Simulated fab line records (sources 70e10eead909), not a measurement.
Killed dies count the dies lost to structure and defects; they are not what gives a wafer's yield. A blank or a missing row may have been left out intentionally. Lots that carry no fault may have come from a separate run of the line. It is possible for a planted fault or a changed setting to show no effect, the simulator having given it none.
Struck lot and sound lot, side by side :: flow nandHarc :: 15 out of 1302 route steps
Sound: the wafers L846.1, L846.2, L846.3. Wafers struck: L853.3, L853.5, L853.6. At the end, the cause is stated.
At each step with rows: each side's tool, then ch and its chambers, then its first start. Under that, the readings that differ: sound wafers :: struck wafers :: difference of the means :: sigmas: that difference in standard deviations of wafers without a fault.
alike: readings whose means differ by less than 2 such deviations, and words and numbers that are the same on both sides. not compared: withheld readings, readings that some wafer has no value for, bounds like >300 that may hide the same value, and numbers for which the record gives no deviation and whose values overlap.
Wherever a step has rows on one side only, a row that says differs or no value, or a row with sigmas, the two part there. Numbers that have no deviation but don't overlap get no sigmas and don't part them. Lack of a reading on every wafer of one side parts them only where that side has two or more wafers.

NHARC_P_M1_DESCUM_14: chemistry O2, time 3 s.
  sound on rieDiel-07 ch 1,2,3, day 7 22:22; struck on rieDiel-05 ch 0,2,3, day 11 07:45
  alike: drypumpMotorCurrentA, oesProductAu, rfVppV, showerheadPlenumPTorr, throttleValvePct
  not compared: rfHoursCounterH
NHARC_P_M1_ETCH_35: etches the open film in N2/H2, target depth 40 nm, overetch 12 nm, time 43.94 s.
  sound on rieDiel-07 ch 0,1,2, day 7 22:27; struck on rieDiel-05 ch 0,1,3, day 11 07:50
  alike: drypumpMotorCurrentA, h2FlowSccm, oesProductAu, rfFwdPowerW, rfVppV, showerheadPlenumPTorr, throttleValvePct
  not compared: rfHoursCounterH
NHARC_P_M1_ETCH_15: etches the open film in C4F8/Ar, target depth 182.5 nm, time 91.2 s.
  sound on rieDiel-07 ch 1,2,3; struck on rieDiel-05 ch 0,1
  alike: oesProductAu, rfFwdPowerW, rfVppV
  not compared: rfHoursCounterH
NHARC_P_M1_CD_MEAS_16:
  struck on cdSem-02, day 11 08:02; sound on cdSem-02, day 7 22:40
  alike: cdNm
then, 3 steps without rows for these wafers: NHARC_P_M1_STRIP_18 (strips in N2/H2); NHARC_P_M1_ETCH_28 (etches the open film in CF4/N2, target depth 30 nm, time 72.99 s); NHARC_P_M1_STRIP_19 (strips in post etch residue remover, time 600 s).
NHARC_P_M1_DEGAS_29: time 60 s.
  struck on pvdSputter-03, day 11 08:45; sound on pvdSputter-03, day 7 23:23
  alike: heaterPowerW
NHARC_P_M1_PRE_CLEAN_30: time 30 s.
  sound on pvdSputter-03; struck on pvdSputter-03
  alike: heaterPowerW
then, 3 steps without rows for these wafers: NHARC_P_M1_PVD_20 (deposits TaN, target thk 5 nm, time 8.06 s); NHARC_P_M1_PVD_21 (deposits Cu, target thk 30 nm, time 20.49 s); NHARC_P_M1_ECD_22 (material Cu, target thk 400 nm).
NHARC_P_M1_ANNEAL_31: time 90 s.
  struck on rtpAnneal-01, day 11 09:35; sound on rtpAnneal-01 ch 0, day 8 00:07
  no value came back on the struck wafers for annealTempC (C), annealTempCMax, wafer_temp_C_max; on the sound wafers annealTempC (C) reads 224.95 225.04 225.10
then, 2 steps without rows for these wafers: NHARC_P_M1_CMP_23 (polishes, t overpolish 20 s, target thk 157.82 nm); NHARC_END_SORT_01.

WHERE THEY PART
At NHARC_P_M1_ANNEAL_31 and nowhere else, as far as this record goes.

WHY: what the simulator had put in
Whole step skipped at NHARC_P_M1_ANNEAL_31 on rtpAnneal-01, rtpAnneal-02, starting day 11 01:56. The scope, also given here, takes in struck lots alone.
